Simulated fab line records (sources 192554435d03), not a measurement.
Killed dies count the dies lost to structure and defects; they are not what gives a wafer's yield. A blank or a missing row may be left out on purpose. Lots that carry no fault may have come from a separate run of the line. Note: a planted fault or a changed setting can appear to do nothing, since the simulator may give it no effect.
fab line records    flow n5-finfet
record lots=6  wafers=18  last-day=18
route steps=1938 shown BEOL_M5@1119 PASSIVATION@1936
lots with no fault: from the same line, run without faults
start-h: hours from the record's opening day to when the first of the lot's shown wafers began    wait-h: hours elapsed since this lot's preceding step    " as in the row above    L1.1+2: one row covering several wafers at once    - value missing, or start not given    * or withheld: withheld    < > ~ a bound
route shown NAME@n: NAME is a module with steps in the file, n the number in the route of the first one    usual: mean/standard deviation taken from wafers without a fault    same: alike in all rows    chamber/n: place in a boat    sites: readings site by site    _std_site: their standard deviation    _edge_site: the outer-site mean with the inner-site mean subtracted    radius-mm: how far each site lies from the wafer's centre    mask NAME#n: copy n    behind: the last tool/chamber to shape the wafer    hold: cause of the lot's hold/its duration in hours/its outcome    device: transistor that didn't switch, given as n, p or np    end of line: the tests these same wafers got at the end of their route    for a step that has no rows: nothing shown but its recipe    killed: dies lost to structure and defects at the first sort, not the wafer's yield    map: shows each die of a wafer: x if killed, . if not, _ if none is there
set.NAME: setting as actually run; set.NAME@STEP: the setting as run at that earlier step    model.NAME: the simulator's own value behind a step, which no gauge read
lots seen at some steps along the route; tables by step, rows by wafer
services: from which hour (start-h, from the record's first day; less than 0 if before it) a tool's chamber was out of use, for how many hours, and why
## steps
# step N5_BEOL_M5_COAT_71
# recipe resist=underlayer  temp-c=205  time-s=60  spin-rpm=1500  resist-thk-nm=5
# step N5_BEOL_M5_COAT_05
# recipe resist=CAR-EUV  spin-rpm=1500  resist-thk-nm=30
# step N5_BEOL_M5_EBR_07
# recipe solvent=PGMEA  ebr-width-mm=1.5
# step N5_BEOL_M5_SOFTBAKE_06
# recipe temp-c=110  time-s=60  resist=CAR-EUV
# step N5_BEOL_M5_EXPOSE_08
# recipe mask-id=M5  na=0.33  source-shape=annular  sigma-inner=0.4  sigma-outer=0.8  polarization=unpolarized  target-cd-nm=28  dose-mj=35.75
# step N5_BEOL_M5_PEB_09
# recipe peb-temp-c=100  peb-time-s=60  resist=CAR-EUV
# step N5_BEOL_M5_DEVELOP_10
# recipe develop-time-s=30  developer=TMAH  resist=CAR-EUV  rinse-liquid=surfactant-rinse  dry=air-spin  dev-temp-c=23
# step N5_BEOL_M5_CD_MEAS_11
# recipe target-cd-nm=27.74  landing-energy-ev=500  detector=se-inlens
# usual cd-nm=27.93/0.25
# same landing-energy-ev=500
lot.wafer  tool       chamber  start-h  wait-h  cd-nm
L479.1     cd-sem-03  0        291.59   -       27.91
L479.2     "          0        "        "       27.98
L479.4     "          0        "        "       27.76
L481.1     cd-sem-02  0        299.95   -       27.92
L481.4     "          0        "        "       27.59
L481.6     "          0        "        "       27.83
L482.3     cd-sem-03  0        308.04   -       27.53
L482.4     "          0        "        "       27.53
L482.6     "          0        "        "       28.30
L487.1     cd-sem-03  0        316.88   -       27.94
L487.2     "          0        "        "       27.70
L487.6     "          0        "        "       27.64
L489.3     cd-sem-03  0        326.85   -       28.22
L489.4     "          0        "        "       28.07
L489.5     "          0        "        "       27.95
L488.3     cd-sem-02  0        336.19   -       27.91
L488.4     "          0        "        "       27.84
L488.5     "          0        "        "       27.87
# step N5_BEOL_M5_OVL_MEAS_12
# recipe points-per-wafer=522
# usual M5_OVL=-0.3/0.66
lot.wafer  tool        chamber  start-h  wait-h  M5_OVL[nm]
L479.1     overlay-02  0        291.62   0.0     -0.6
L479.2     "           0        "        "       -0.6
L479.4     "           0        "        "       -0.1
L481.1     overlay-01  0        299.98   0.0     0.8
L481.4     "           0        "        "       0.1
L481.6     "           0        "        "       -0.2
L482.3     overlay-02  0        308.08   0.0     -0.3
L482.4     "           0        "        "       -0.9
L482.6     "           0        "        "       0.3
L487.1     overlay-02  0        316.91   0.0     -0.8
L487.2     "           0        "        "       -0.7
L487.6     "           0        "        "       0.1
L489.3     overlay-02  0        326.89   0.0     -0.1
L489.4     "           0        "        "       -0.8
L489.5     "           0        "        "       -0.1
L488.3     overlay-01  0        336.23   0.0     0.3
L488.4     "           0        "        "       0.5
L488.5     "           0        "        "       -0.2
# step N5_BEOL_M5_INSPECT_13
# recipe mode=adi  inspect-instrument=brightfield
# usual raw-defect-count=415/100
lot.wafer  tool               chamber  start-h  wait-h  raw-defect-count
L479.1     defect-inspect-01  -        291.68   0.1     364
L479.2     "                  -        "        "       380
L479.4     "                  -        "        "       395
L481.1     defect-inspect-01  -        300.04   0.1     663
L481.4     "                  -        "        "       372
L481.6     "                  -        "        "       593
L482.3     defect-inspect-01  -        308.12   0.0     370
L482.4     "                  -        "        "       468
L482.6     "                  -        "        "       465
L487.1     defect-inspect-01  -        316.98   0.1     298
L487.2     "                  -        "        "       309
L487.6     "                  -        "        "       246
L489.3     defect-inspect-01  -        326.93   0.0     414
L489.4     "                  -        "        "       356
L489.5     "                  -        "        "       362
L488.3     defect-inspect-02  -        336.28   0.1     322
L488.4     "                  -        "        "       403
L488.5     "                  -        "        "       370
# step N5_BEOL_M5_DESCUM_16
# recipe chemistry=O2  time-s=7  source-power-w=50  bias-power-w=20  pressure-mtorr=20  rf-frequency-hz=2.712e+07  temp-c=40  resist=CAR-EUV  o2-flow-sccm=225
# usual drypump-motor-current-A=5.7/0.49  oes-product-au=0.78/0.1  rf-vpp-V=243.1/1.5  showerhead-plenum-p-Torr=2.09/0.081  throttle-valve-pct=20.31/0.24
lot.wafer  tool         chamber  start-h  wait-h  drypump-motor-current-A  oes-product-au  rf-hours-counter-h  rf-vpp-V  showerhead-plenum-p-Torr  throttle-valve-pct
L479.1     rie-diel-02  2        292.04   0.4     5.6                      0.71            225                 245.0     2.17                      20.35
L479.2     "            3        "        "       6.0                      0.70            228                 241.6     1.98                      20.47
L479.4     "            0        "        "       5.0                      0.97            7                   245.0     2.15                      19.77
L481.1     rie-diel-03  0        300.08   0.0     5.1                      0.69            230                 242.7     2.14                      20.43
L481.4     "            1        "        "       6.4                      0.88            28                  242.3     2.04                      19.93
L481.6     "            1        "        "       6.4                      0.88            -                   242.1     2.04                      19.96
L482.3     rie-diel-05  3        308.16   0.0     5.0                      0.98            4                   243.0     2.14                      20.13
L482.4     "            1        "        "       5.4                      0.82            92                  245.6     2.19                      20.13
L482.6     "            0        "        "       5.6                      0.91            -                   242.8     2.06                      20.46
L487.1     rie-diel-02  2        317.01   0.0     5.6                      0.70            231                 243.9     2.16                      20.35
L487.2     "            0        "        "       5.0                      0.94            12                  244.5     2.15                      19.77
L487.6     "            0        "        "       5.1                      0.95            -                   244.0     2.15                      19.80
L489.3     rie-diel-02  1        326.97   0.0     6.4                      0.72            171                 240.5     2.00                      20.64
L489.4     "            0        "        "       5.0                      0.93            16                  243.5     2.15                      19.79
L489.5     "            3        "        "       6.0                      0.70            -                   240.7     1.97                      20.46
L488.3     rie-diel-05  2        336.48   0.2     5.6                      0.92            26                  245.1     2.25                      20.38
L488.4     "            0        "        "       5.6                      0.90            37                  242.9     2.06                      20.46
L488.5     "            2        "        "       5.5                      0.93            -                   245.0     2.25                      20.37
# step N5_BEOL_M5_ETCH_72
# recipe chemistry=N2/H2  target=underlayer  target-depth-a=65  mask-material=CAR-EUV  time-s=5.2  ion-energy-ev=200  pressure-mtorr=30  source-w=840  bias-w=150  n2-flow-sccm=200  h2-flow-sccm=200  ends=cleared
# usual drypump-motor-current-A=5.7/0.49  etch-rf-on-time-s=5.24/0.15  h2-flow-sccm=200.0/0.59  oes-product-au=0.66/0.085  rf-vpp-V=524/3  showerhead-plenum-p-Torr=2.53/0.1  throttle-valve-pct=17.67/0.2
lot.wafer  tool         chamber  start-h  wait-h  drypump-motor-current-A  etch-rf-on-time-s  h2-flow-sccm  oes-product-au  rf-hours-counter-h  rf-vpp-V  showerhead-plenum-p-Torr  throttle-valve-pct
L479.1     rie-diel-02  2        292.08   0.0     5.5                      5.44               200.5         0.59            225                 527       2.62                      17.81
L479.2     "            3        "        "       6.0                      5.42               200.2         0.59            228                 521       2.38                      17.72
L479.4     "            0        "        "       5.0                      5.12               200.4         0.81            7                   528       2.60                      17.22
L481.1     rie-diel-03  0        300.11   0.0     5.1                      5.09               200.7         0.60            230                 528       2.60                      17.82
L481.4     "            1        "        "       6.3                      5.01               199.3         0.77            28                  522       2.48                      17.32
L481.6     "            1        "        "       6.3                      5.04               199.7         0.78            -                   522       2.48                      17.33
L482.3     rie-diel-05  3        308.19   0.0     5.0                      5.31               199.8         0.81            4                   527       2.58                      17.31
L482.4     "            1        "        "       5.5                      5.06               200.9         0.70            92                  526       2.67                      17.53
L482.6     "            0        "        "       5.6                      5.13               200.8         0.76            -                   521       2.49                      17.70
L487.1     rie-diel-02  2        317.05   0.0     5.6                      5.51               200.5         0.58            231                 526       2.62                      17.84
L487.2     "            0        "        "       5.0                      5.07               199.6         0.81            12                  526       2.60                      17.23
L487.6     "            0        "        "       5.0                      5.05               199.4         0.80            -                   525       2.60                      17.24
L489.3     rie-diel-02  1        327.00   0.0     6.5                      5.33               200.1         0.62            171                 522       2.42                      17.91
L489.4     "            0        "        "       5.0                      5.04               199.9         0.81            16                  525       2.60                      17.24
L489.5     "            3        "        "       6.0                      5.27               200.2         0.59            -                   519       2.38                      17.74
L488.3     rie-diel-05  2        336.52   0.0     5.6                      5.05               200.4         0.78            26                  529       2.69                      17.54
L488.4     "            0        "        "       5.6                      5.16               200.3         0.76            37                  523       2.49                      17.72
L488.5     "            2        "        "       5.6                      5.01               200.3         0.80            -                   529       2.69                      17.53
# step N5_BEOL_M5_ETCH_61
# recipe chemistry=CF4  target=SiARC  target-depth-a=156  mask-material=CAR-EUV  time-s=26  ion-energy-ev=80  pressure-mtorr=40  source-w=545  bias-w=36  Ar_flow_sccm=100  cf4-flow-sccm=100  ends=cleared
# usual drypump-motor-current-A=5.7/0.48  etch-rf-on-time-s=26.3/0.69  oes-product-au=0.66/0.085  rf-vpp-V=184.0/1.3  showerhead-plenum-p-Torr=2.14/0.07  throttle-valve-pct=15.53/0.27
lot.wafer  tool         chamber  start-h  wait-h  drypump-motor-current-A  etch-rf-on-time-s  oes-product-au  rf-hours-counter-h  rf-vpp-V  showerhead-plenum-p-Torr  throttle-valve-pct
L479.1     rie-diel-02  2        292.10   0.0     5.6                      27.1               0.59            225                 185.5     2.19                      15.51
L479.2     "            3        "        "       6.0                      26.6               0.59            228                 183.2     2.05                      15.84
L479.4     "            0        "        "       5.0                      25.2               0.83            7                   183.8     2.19                      14.99
L481.1     rie-diel-03  0        300.13   0.0     5.1                      25.8               0.60            230                 185.5     2.19                      15.72
L481.4     "            1        "        "       6.3                      25.7               0.76            28                  183.0     2.10                      15.12
L481.6     "            1        "        "       6.3                      25.6               0.76            -                   183.7     2.10                      15.14
L482.3     rie-diel-05  3        308.21   0.0     4.9                      26.8               0.81            4                   184.5     2.19                      15.23
L482.4     "            1        "        "       5.4                      25.4               0.72            92                  186.9     2.25                      15.44
L482.6     "            0        "        "       5.6                      25.9               0.76            -                   183.1     2.09                      15.47
L487.1     rie-diel-02  2        317.06   0.0     5.5                      34.1               0.52            231                 183.8     2.18                      15.50
L487.2     "            0        "        "       5.0                      31.8               0.71            12                  184.2     2.19                      15.00
L487.6     "            0        "        "       5.0                      25.1               0.81            -                   187.1     2.19                      15.01
L489.3     rie-diel-02  1        327.02   0.0     6.4                      26.9               0.62            171                 182.0     2.07                      15.86
L489.4     "            0        "        "       5.0                      25.4               0.80            16                  183.7     2.19                      15.00
L489.5     "            3        "        "       6.0                      34.0               0.52            -                   182.1     2.05                      15.84
L488.3     rie-diel-05  2        336.53   0.0     5.6                      25.5               0.79            26                  185.2     2.28                      15.37
L488.4     "            0        "        "       5.6                      26.2               0.75            37                  184.2     2.09                      15.48
L488.5     "            2        "        "       5.5                      25.6               0.79            -                   185.0     2.28                      15.38
# step N5_BEOL_M5_ETCH_62
# recipe chemistry=N2/H2  target=SOC  target-depth-a=750  overetch-a=150  mask-material=SiARC  temp-c=40  time-s=112.5  ion-energy-ev=200  pressure-mtorr=30  source-w=840  bias-w=150  n2-flow-sccm=200  h2-flow-sccm=200
# usual drypump-motor-current-A=5.7/0.49  h2-flow-sccm=200.1/0.7  oes-product-au=0.62/0.073  rf-vpp-V=523.7/2.8  showerhead-plenum-p-Torr=2.53/0.1  throttle-valve-pct=17.63/0.2
lot.wafer  tool         chamber  start-h  wait-h  drypump-motor-current-A  h2-flow-sccm  oes-product-au  rf-hours-counter-h  rf-vpp-V  showerhead-plenum-p-Torr  throttle-valve-pct
L479.1     rie-diel-02  2        292.12   0.0     5.6                      199.8         0.57            225                 525.8     2.62                      17.78
L479.2     "            3        "        "       6.0                      200.7         0.56            228                 520.7     2.39                      17.69
L479.4     "            0        "        "       5.0                      199.2         0.74            7                   525.2     2.60                      17.16
L481.1     rie-diel-03  0        300.16   0.0     5.1                      200.6         0.56            231                 524.5     2.60                      17.77
L481.4     "            1        "        "       6.4                      200.1         0.70            28                  522.1     2.48                      17.29
L481.6     "            1        "        "       6.4                      199.7         0.71            -                   521.9     2.48                      17.28
L482.3     rie-diel-05  3        308.24   0.0     5.0                      199.4         0.77            4                   525.0     2.58                      17.29
L482.4     "            1        "        "       5.4                      202.2         0.64            92                  528.5     2.67                      17.50
L482.6     "            0        "        "       5.6                      200.6         0.72            -                   522.4     2.49                      17.65
L487.1     rie-diel-02  2        317.09   0.0     5.6                      200.0         0.56            231                 525.6     2.61                      17.80
L487.2     "            0        "        "       5.0                      199.3         0.74            12                  525.5     2.60                      17.16
L487.6     "            0        "        "       5.0                      200.5         0.73            -                   525.4     2.60                      17.17
L489.3     rie-diel-02  1        327.05   0.0     6.4                      201.4         0.58            171                 519.3     2.42                      17.88
L489.4     "            0        "        "       5.0                      200.1         0.73            16                  525.0     2.60                      17.17
L489.5     "            3        "        "       6.0                      199.0         0.56            -                   520.1     2.38                      17.70
L488.3     rie-diel-05  2        336.56   0.0     5.6                      200.2         0.72            26                  527.4     2.69                      17.49
L488.4     "            0        "        "       5.6                      200.2         0.70            37                  521.8     2.49                      17.66
L488.5     "            2        "        "       5.6                      200.4         0.72            -                   528.4     2.69                      17.50
# step N5_PASSIVATION_PROBE_49
# usual defect-limited-yield=91.3/1.4  killed_at_M0_to_M3=34/10  killed_at_M4_up=14/5.5  killed-at-contacts=12/6  killed-at-front-end=40/10  killed-at-other=3.0/2.4  killed-dies=103/17  killed-open=68/13  killed-short=34/7.8  sort_bin_4_leakage=0.00/0.014  sort_bin_5_function=5.1/0.97  sort_bin_6_memory=3.3/0.66  sort-n-pass=1077/17  sort-yield-pct=91.2/1.4
# same gross-dies=1180  killed-at-back-side=0  sort_bin_8_speed[%]=0
lot.wafer  tool       chamber  start-h  wait-h  defect-limited-yield[%]  killed_at_M0_to_M3  killed_at_M4_up  killed-at-contacts  killed-at-front-end  killed-at-other  killed-dies  killed-open  killed-short  sort_bin_4_leakage[%]  sort_bin_5_function[%]  sort_bin_6_memory[%]  sort-n-pass  sort-yield-pct[%]
L479.1     prober-01  -        397.34   0.0     91.9                     27                  11               5                   45                   8                96           59           37            0                      4.4                     3.6                   1084         91.9
L479.2     prober-01  -        397.39   0.1     90.7                     26                  21               14                  46                   3                110          77           28            0                      6.1                     2.9                   1070         90.7
L479.4     prober-01  -        397.49   0.2     91.3                     32                  26               4                   39                   2                103          67           35            0                      5.3                     3.2                   1077         91.3
L481.1     prober-02  -        404.41   0.0     92.4                     29                  9                3                   45                   4                90           61           28            0                      4.8                     2.7                   1090         92.4
L481.4     prober-02  -        404.56   0.2     92.4                     32                  13               11                  32                   2                90           57           31            0                      4.2                     3.3                   1090         92.4
L481.6     prober-02  -        404.66   0.3     93.3                     25                  12               5                   34                   3                79           46           33            0                      3.8                     2.5                   1101         93.3
L487.1     prober-01  -        422.07   0.0     90.5                     36                  12               11                  53                   0                112          81           31            0                      5.2                     4.2                   1068         90.5
L487.2     prober-01  -        422.12   0.1     88.3                     58                  11               21                  47                   1                138          85           50            0                      6.2                     5.2                   1042         88.3
L487.6     prober-01  -        422.32   0.3     89.4                     34                  6                17                  67                   1                125          91           29            0                      5.7                     4.2                   1055         89.4
# killed by level:class
L479.1 FIN_SAQP:geometric-particle:short=11 STI_FIN_REVEAL:geometric-particle:open=6 GATE_CUT:geometric-particle:open=6 BEOL_M0_SAQP:geometric-particle:short=6 BEOL_M1:geometric-particle:open=6 BEOL_M4:geometric-particle:open=6 GATE_CUT:geometric-particle:short=5 STARTING-WAFER:geometric-particle:open=5
L479.2 FIN_SAQP:geometric-particle:open=16 MOL_CONTACT_COAG:geometric-particle:open=14 BEOL_M4:geometric-particle:open=9 BEOL_M3:geometric-particle:open=8 FIN_SAQP:geometric-particle:short=6 DUMMY_GATE:geometric-particle:open=6 STI_FIN_REVEAL:geometric-particle:short=5 STI_FIN_REVEAL:geometric-particle:open=5
L479.4 BEOL_M4:geometric-particle:open=13 STI_FIN_REVEAL:geometric-particle:open=10 BEOL_M0_SAQP:geometric-particle:open=7 BEOL_M3:geometric-particle:open=7 GATE_CUT:geometric-particle:short=6 BEOL_M0_SAQP:geometric-particle:short=5 DUMMY_GATE:geometric-particle:open=4 BEOL_M1:geometric-particle:open=4
L481.1 STI_FIN_REVEAL:geometric-particle:open=11 BEOL_M3:geometric-particle:open=9 FIN_SAQP:geometric-particle:short=7 FIN_SAQP:geometric-particle:open=7 BEOL_M0_SAQP:geometric-particle:open=7 STI_FIN_REVEAL:geometric-particle:short=6 BEOL_M0_SAQP:geometric-particle:short=6 DUMMY_GATE:geometric-particle:open=4
L481.4 MOL_CONTACT_COAG:geometric-particle:open=9 BEOL_M4:geometric-particle:open=9 STI_FIN_REVEAL:geometric-particle:open=8 FIN_SAQP:geometric-particle:short=7 BEOL_M1:geometric-particle:open=7 BEOL_M0_SAQP:geometric-particle:short=6 BEOL_M3:geometric-particle:open=6 FIN_SAQP:geometric-particle:open=3
L481.6 BEOL_M0_SAQP:geometric-particle:short=11 DUMMY_GATE:geometric-particle:open=7 BEOL_M4:geometric-particle:open=6 BEOL_M0_SAQP:geometric-particle:open=5 STARTING-WAFER:geometric-particle:short=5 GATE_CUT:geometric-particle:open=4 GATE_CUT:geometric-particle:short=4 MOL_CONTACT_COAG:geometric-particle:open=4
L487.1 STI_FIN_REVEAL:geometric-particle:open=11 BEOL_M3:geometric-particle:open=11 FIN_SAQP:geometric-particle:open=10 MOL_CONTACT_COAG:geometric-particle:open=10 BEOL_M0_SAQP:geometric-particle:short=7 DUMMY_GATE:geometric-particle:open=6 STARTING-WAFER:geometric-particle:open=6 BEOL_M0_SAQP:geometric-particle:open=6
L487.2 BEOL_M0_SAQP:geometric-particle:short=18 MOL_CONTACT_COAG:geometric-particle:open=17 FIN_SAQP:geometric-particle:open=14 BEOL_M3:geometric-particle:open=14 BEOL_M0_SAQP:geometric-particle:open=12 BEOL_M4:geometric-particle:open=7 DUMMY_GATE:geometric-particle:open=7 FIN_SAQP:geometric-particle:short=4
L487.6 FIN_SAQP:geometric-particle:open=18 DUMMY_GATE:geometric-particle:open=13 MOL_CONTACT_COAG:geometric-particle:open=13 BEOL_M3:geometric-particle:open=10 BEOL_M1:geometric-particle:open=9 STI_FIN_REVEAL:geometric-particle:open=8 BEOL_M0_SAQP:geometric-particle:short=5 FIN_SAQP:geometric-particle:short=4
## services
tool         chamber  start-h  hours  kind
rie-diel-05  3        269.26   -      clean
rie-diel-05  3        269.26   -      consumable-replace:focus-ring
rie-diel-05  3        269.26   18.0   scheduled-down
rie-diel-05  3        269.26   18.0   vent-cycle
rie-diel-05  1        270.40   3.0    repair
rie-diel-02  0        274.42   7.1    repair
rie-diel-05  1        330.57   3.3    repair
rie-diel-03  2        333.39   19.1   repair
rie-diel-05  -        333.75   0.4    repair
## key
first-sign step=N5_BEOL_M5_ETCH_61  reading=etch-rf-on-time-s  direction=up  sigmas=10  usual=*  struck=*
effect none on later readings
met-at N5_BEOL_M5_ETCH_61
struck-wafers L487.1,L487.2,L489.5
onset-between 292.10 317.06
fault kind=process-parameter-drift  tool=rie-diel-02  chamber=-  onset-h=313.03  steps=N5_BEOL_M5_ETCH_61  channel=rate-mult  offset=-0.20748  shape=step  end-h=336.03  scope=struck-wafers-only
